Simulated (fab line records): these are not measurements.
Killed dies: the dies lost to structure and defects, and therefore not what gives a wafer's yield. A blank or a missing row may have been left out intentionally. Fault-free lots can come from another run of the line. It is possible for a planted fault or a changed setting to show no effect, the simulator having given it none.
Split-lot trial | flow n5-finfet | route with 1938 steps; 7 lots, 21 wafers read

## ON THE SPLIT
At N5_BEOL_M2_EXPOSE_08 (exposes mask M2), the setting dose-mj was moved away from the recipe's 41.25 on 10 of the 21 wafers read, by -5.0% to +6.6%. The other wafers ran this setting at the recipe's value.

## FROM THE SPLIT TO THE READING: what the file shows between them, 17 steps
- N5_BEOL_M2_PEB_09: peb time 60 s
- N5_BEOL_M2_DEVELOP_10: develop time 30 s
- N5_BEOL_M2_CD_MEAS_11: target cd 16.79 nm
- N5_BEOL_M2_DESCUM_16: chemistry O2, time 7 s
- N5_BEOL_M2_ETCH_74: etches underlayer in N2/H2, target depth 6.5 nm, time 5.2 s
- N5_BEOL_M2_ETCH_63: etches SiARC in CF4, target depth 15.6 nm, time 26 s
- N5_BEOL_M2_ETCH_64: etches SOC in N2/H2, target depth 75 nm, overetch 22.5 nm, time 121.9 s
- N5_BEOL_M2_STRIP_65: strips in N2/H2
- N5_BEOL_M2_HM_OPEN_17: chemistry Cl2/BCl3, target TiN, target depth 20 nm, overetch 6 nm
- N5_BEOL_M2_STRIP_19: strips in O2
- N5_BEOL_M2_CD_MEAS_18: pitch 36 nm, target cd 18 nm
- N5_BEOL_M2_ETCH_70: etches SOC in N2/H2, target depth 80 nm, overetch 24 nm, time 130 s (also split here: time-s)
- N5_BEOL_M2_TRENCH_ETCH_37: etches SiOC in C4F6/O2, target depth 55.555 nm, time 29.2 s (also split here: time-s)
- N5_BEOL_M2_ETCH_41: etches SiCN in CH3F/O2, target depth 29.9 nm, time 52.5 s
- N5_BEOL_M2_STRIP_97: strips in N2/H2, time 10 s
- N5_BEOL_M2_PRECLEAN_42: cleans in residue remover, time 60 s
- N5_BEOL_M2_SRD_43: time 30 s

## THE READING
cd-nm, in nm, at N5_BEOL_M2_CD_MEAS_35 (target cd 18 nm, target cd y 22.2 nm). On this fab line, fault-free wafers typically give 18.1 nm with a standard deviation of 0.31 nm.

wafer  | tool, chamber at the split | dose-mj as run | against the recipe | cd-nm, nm | against lot-mates on the recipe
L078.1 | euv-scanner-01, 0          | 43.92          | +6.5%              | 19.1      | +1.1
L078.4 | euv-scanner-01, 0          | 41.25          | recipe             | 18.0      | -
L078.6 | euv-scanner-01, 0          | 43.92          | +6.5%              | 19.3      | +1.3
L079.2 | euv-scanner-02, 0          | 41.25          | recipe             | 17.8      | -
L079.3 | euv-scanner-02, 0          | 43.75          | +6.1%              | 19.7      | +1.9
L079.5 | euv-scanner-02, 0          | 43.75          | +6.1%              | 19.1      | +1.3
L089.2 | euv-scanner-01, 0          | 43.97          | +6.6%              | 19.2      | +1.3
L089.4 | euv-scanner-01, 0          | 43.97          | +6.6%              | 19.0      | +1.1
L089.5 | euv-scanner-01, 0          | 41.25          | recipe             | 17.9      | -
L092.2 | euv-scanner-01, 0          | 39.17          | -5.0%              | 16.9      | -1.0
L092.3 | euv-scanner-01, 0          | 41.25          | recipe             | 17.9      | -
L092.5 | euv-scanner-01, 0          | 39.17          | -5.0%              | 17.7      | -0.2
L091.1 | euv-scanner-02, 0          | 41.25          | recipe             | 18.2      | -
L091.3 | euv-scanner-02, 0          | 41.25          | recipe             | 18.8      | -
L091.4 | euv-scanner-02, 0          | 41.25          | recipe             | 18.2      | -
L093.3 | euv-scanner-01, 0          | 39.61          | -4.0%              | 17.3      | -0.2
L093.5 | euv-scanner-01, 0          | 39.61          | -4.0%              | 17.1      | -0.4
L093.6 | euv-scanner-01, 0          | 41.25          | recipe             | 17.5      | -
L097.2 | euv-scanner-02, 0          | 41.25          | recipe             | 18.2      | -
L097.3 | euv-scanner-02, 0          | 41.25          | recipe             | 17.8      | -
L097.4 | euv-scanner-02, 0          | 41.25          | recipe             | 18.2      | -

THE FIT
A straight line over all 21 wafers: cd-nm changes by +0.181 nm for each +1% of dose-mj; r = +0.92; the points scatter about the line by 0.32 nm.
The same after taking each lot's own level away (the mean of its wafers on the recipe; 21 wafers): +0.173 nm for each +1%; r = +0.92; scatter 0.29 nm.
The reading moves by 1.1 nm for the largest change in dose-mj, on that fit.
Across the lots, their own levels run from 17.50 to 18.40 nm, a range of 2.9 times the standard deviation given above.
The two slopes agree, so the slope changes little with the lot-to-lot level.
Check: for one of the wafers moved furthest among these (+6.6%), held out of the fit, the line's prediction against its lot-mates is +1.27 nm. It came out at +1.3 nm against them.

## OTHER SPLITS APPLIED TO THESE WAFERS
Before the reading, these wafers also passed through other splits. Each is held against what the fit with the lots' levels taken away leaves over:
other split on the same wafers   | wafers away from the commonest value | r with cd-nm (lot level and that fit taken away)
N5_BEOL_M0_SAQP_COAT_34 spin-rpm | 7                                    | -0.44
N5_BEOL_M2_ETCH_70 time-s        | 5                                    | -0.06
N5_BEOL_M2_TRENCH_ETCH_37 time-s | 11                                   | -0.03

## THE WHOLE CHAIN: every reading that the file lists as answering this split, in the file's order
step                  | what it does                                                | reading                                                               | change (the file's fit)               | r (the file's)
N5_BEOL_M2_CD_MEAS_11 | target cd 16.79 nm                                          | cd-nm                                                                 | +0.189 nm for each +1% of the setting | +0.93
N5_BEOL_M2_ETCH_74    | etches underlayer in N2/H2, target depth 6.5 nm, time 5.2 s | BEOL_M2.cd-offset-nm (the simulator's own value, which no gauge read) | +0.169 nm for each +1% of the setting | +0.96
N5_BEOL_M2_ETCH_63    | etches SiARC in CF4, target depth 15.6 nm, time 26 s        | BEOL_M2.cd-offset-nm (the simulator's own value, which no gauge read) | +0.183 nm for each +1% of the setting | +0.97
N5_BEOL_M2_CD_MEAS_18 | pitch 36 nm, target cd 18 nm                                | cd-nm                                                                 | +0.155 nm for each +1% of the setting | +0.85
N5_BEOL_M2_CD_MEAS_35 | target cd 18 nm, target cd y 22.2 nm                        | cd-nm                                                                 | +0.183 nm for each +1% of the setting | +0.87

## FILE'S OWN FIT
cd-nm changes by +0.183 nm for each +1% of dose-mj, r = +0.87.
